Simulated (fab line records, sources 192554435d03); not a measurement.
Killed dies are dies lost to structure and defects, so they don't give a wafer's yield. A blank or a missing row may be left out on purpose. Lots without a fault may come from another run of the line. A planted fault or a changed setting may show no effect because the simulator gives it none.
Which tool did it? | flow n5_finfet | 13 lots, 37 wafers sampled, at 4 steps of a route of 1938

WHAT THE GAUGES READ, wafer by wafer
N5_MIM_BOT_LITHO_CD_MEAS_08: target cd 3000 nm.
lot  | measured     | on        | cd_nm (nm)
L105 | day 11 23:33 | cd_sem-01 | 2998.0 2999.7 2999.3
L106 | day 13 01:28 | cd_sem-03 | 2999.7 3001.7 3000.7
L107 | day 13 17:28 | cd_sem-02 | 3000.9 2998.7 3001.0
L108 | day 12 18:43 | cd_sem-03 | 2998.3 3000.3 3000.1
L109 | day 13 08:24 | cd_sem-02 | 2998.2 3001.8 2999.2
L110 | day 13 07:37 | cd_sem-03 | 3001.0 3002.6 3000.6
L111 | day 15 01:52 | cd_sem-03 | 3000.5 2999.7 3002.6
L112 | day 14 17:51 | cd_sem-03 | 2997.7 2998.7 2999.1
L116 | day 15 02:03 | cd_sem-01 | 2997.0 3000.3 2996.9
L117 | day 15 16:07 | cd_sem-01 | 2997.0 3000.5 3000.7
L123 | day 18 01:41 | cd_sem-03 | 3000.7 2998.0
L124 | day 18 15:47 | cd_sem-02 | 2999.2 3000.8
L127 | day 19 09:47 | cd_sem-01 | 3002.5 3001.1 3002.6

WHICH TOOL RAN EACH LOT (tool, then ch and the chambers of the sampled wafers, then the start)
lot  | N5_PMOS_HMC_CHANNEL_EPI_ETCH_32   | N5_MIM_TOP_ALD_01                           | N5_MIM_TOP_ALD_02
L105 | rie_diel-02 ch 0,1, day 1 17:31   | ald_hk-01 ch 1,2,3, day 11 23:33 or earlier | ald_hk-01 ch 1,2,3, day 11 23:33 or earlier
L106 | rie_diel-05 ch 0,1, day 1 23:50   | ald_hk-01 ch 0,1,3, day 13 01:28 or earlier | ald_hk-01 ch 0,1,3, day 13 01:28 or earlier
L107 | rie_diel-05 ch 0,1, day 2 05:56   | ald_hk-02 ch 0,1,3, day 13 17:28 or earlier | ald_hk-02 ch 0,1,3, day 13 17:28 or earlier
L108 | rie_diel-02 ch 1,2,3, day 2 11:45 | ald_hk-02 ch 0,1,2, day 12 18:43 or earlier | ald_hk-02 ch 0,1,2, day 12 18:43 or earlier
L109 | rie_diel-02 ch 0,2,3, day 2 17:22 | ald_hk-02 ch 1,2,3, day 13 08:24 or earlier | ald_hk-02 ch 1,2,3, day 13 08:24 or earlier
L110 | rie_diel-02 ch 1,2,3, day 2 23:44 | ald_hk-01 ch 0,2,3, day 13 07:37 or earlier | ald_hk-01 ch 0,2,3, day 13 07:37 or earlier
L111 | rie_diel-06 ch 1,3, day 3 06:28   | ald_hk-01 ch 1,3, day 15 01:52 or earlier   | ald_hk-01 ch 1,3, day 15 01:52 or earlier
L112 | rie_diel-02 ch 1,2,3, day 3 11:44 | ald_hk-01 ch 2,3, day 14 17:51 or earlier   | ald_hk-01 ch 2,3, day 14 17:51 or earlier
L116 | rie_diel-02 ch 1,2,3, day 4 11:20 | ald_hk-03 ch 1,2,3, day 15 02:03 or earlier | ald_hk-03 ch 1,2,3, day 15 02:03 or earlier
L117 | rie_diel-06 ch 0,1,3, day 4 17:21 | ald_hk-03 ch 0,1,3, day 15 16:07 or earlier | ald_hk-03 ch 0,1,3, day 15 16:07 or earlier
L123 | rie_diel-05 ch 2,3, day 6 05:26   | ald_hk-01 ch 0,2, day 18 01:41 or earlier   | ald_hk-01 ch 0,2, day 18 01:41 or earlier
L124 | rie_diel-05 ch 1,3, day 6 11:36   | ald_hk-02 ch 0,3, day 18 15:47 or earlier   | ald_hk-02 ch 0,3, day 18 15:47 or earlier
L127 | rie_diel-02 ch 0,1,3, day 7 05:16 | ald_hk-01 ch 2,3, day 19 09:47 or earlier   | ald_hk-01 ch 2,3, day 19 09:47 or earlier
- N5_PMOS_HMC_CHANNEL_EPI_ETCH_32: etches BARC in N2/H2, stops on SiO2, target depth 85.8 nm, time 50.3 s.
- N5_MIM_TOP_ALD_01: deposits HfO2, target thk 5.6 nm, pulse time 1 s, purge time 3 s.
- N5_MIM_TOP_ALD_02: deposits Al2O3, purge time 3 s, co reactant pulse time 3 s.

WHAT THE TOOLS THEMSELVES READ (means of the sampled wafers that have a number; where no wafer has one, the mark that the record gives instead)
N5_PMOS_HMC_CHANNEL_EPI_ETCH_32.
lot  | tool        | drypump_motor_current_A (A) | oes_product_au (a.u.) | rf_vpp_V (V) | showerhead_plenum_p_Torr (Torr) | throttle_valve_pct (%)
L105 | rie_diel-02 | 6.3                         | 0.66                  | 525.2        | 2.60                            | 18.01
L106 | rie_diel-05 | 5.9                         | 0.63                  | 524.9        | 2.56                            | 17.95
L107 | rie_diel-05 | 5.8                         | 0.63                  | 522.1        | 2.50                            | 18.08
L108 | rie_diel-02 | 6.0                         | 0.67                  | 524.7        | 2.56                            | 17.94
L109 | rie_diel-02 | 6.3                         | 0.67                  | 523.7        | 2.53                            | 18.03
L110 | rie_diel-02 | 6.1                         | 0.66                  | 523.9        | 2.56                            | 17.94
L111 | rie_diel-06 | 5.7                         | 0.66                  | 525.4        | 2.59                            | 17.84
L112 | rie_diel-02 | 6.0                         | 0.66                  | 524.2        | 2.55                            | 17.95
L116 | rie_diel-02 | 6.0                         | 0.65                  | 523.5        | 2.55                            | 17.97
L117 | rie_diel-06 | 6.0                         | 0.70                  | 523.6        | 2.57                            | 17.74
L123 | rie_diel-05 | 6.0                         | 0.61                  | 522.7        | 2.52                            | 17.87
L124 | rie_diel-05 | 5.5                         | 0.62                  | 521.2        | 2.48                            | 18.05
L127 | rie_diel-02 | 6.3                         | 0.65                  | 523.6        | 2.55                            | 18.08

N5_MIM_TOP_ALD_01.
lot  | tool      | precursor_pulse_height_rel
L105 | ald_hk-01 | 0.995
L106 | ald_hk-01 | 1.010
L107 | ald_hk-02 | 0.994
L108 | ald_hk-02 | 1.020
L109 | ald_hk-02 | 0.998
L110 | ald_hk-01 | 1.007
L111 | ald_hk-01 | 1.021
L112 | ald_hk-01 | 1.005
L116 | ald_hk-03 | 0.998
L117 | ald_hk-03 | 0.990
L123 | ald_hk-01 | 0.974
L124 | ald_hk-02 | 1.002
L127 | ald_hk-01 | 0.992

N5_MIM_TOP_ALD_02.
lot  | tool      | precursor_pulse_height_rel
L105 | ald_hk-01 | 0.988
L106 | ald_hk-01 | 0.993
L107 | ald_hk-02 | 0.998
L108 | ald_hk-02 | 1.008
L109 | ald_hk-02 | 1.003
L110 | ald_hk-01 | 1.007
L111 | ald_hk-01 | 1.007
L112 | ald_hk-01 | 0.979
L116 | ald_hk-03 | 1.000
L117 | ald_hk-03 | 0.990
L123 | ald_hk-01 | 0.975
L124 | ald_hk-02 | 1.011
L127 | ald_hk-01 | 1.010

THE ANSWER, worked out from the rows above alone
Rule: what is usual is taken from the lots themselves. Put in order of their means at a reading, lots are off if they are a third of the lots or fewer, leave a main group of 4 or more, and stand apart from it by a gap of 3 or more times the standard deviation of the main group's means; of several such gaps the widest counts. A main group whose means are all the same, to the digits that the tables above print for the reading, isn't used. A lot without any number at a reading at which 4 lots or more have one is off too. The other lots that the step has rows for count as sound. The gauges are gone through in route order, then the tools' own readings, and for those a lot's mean is taken as printed above. The first step at which some lot is off is used, and at that step the reading that is off furthest; a lot without a number counts as furthest.
No lot is off at any reading shown: from this, nothing can be told.

WHAT THE SIMULATOR HAD PUT IN
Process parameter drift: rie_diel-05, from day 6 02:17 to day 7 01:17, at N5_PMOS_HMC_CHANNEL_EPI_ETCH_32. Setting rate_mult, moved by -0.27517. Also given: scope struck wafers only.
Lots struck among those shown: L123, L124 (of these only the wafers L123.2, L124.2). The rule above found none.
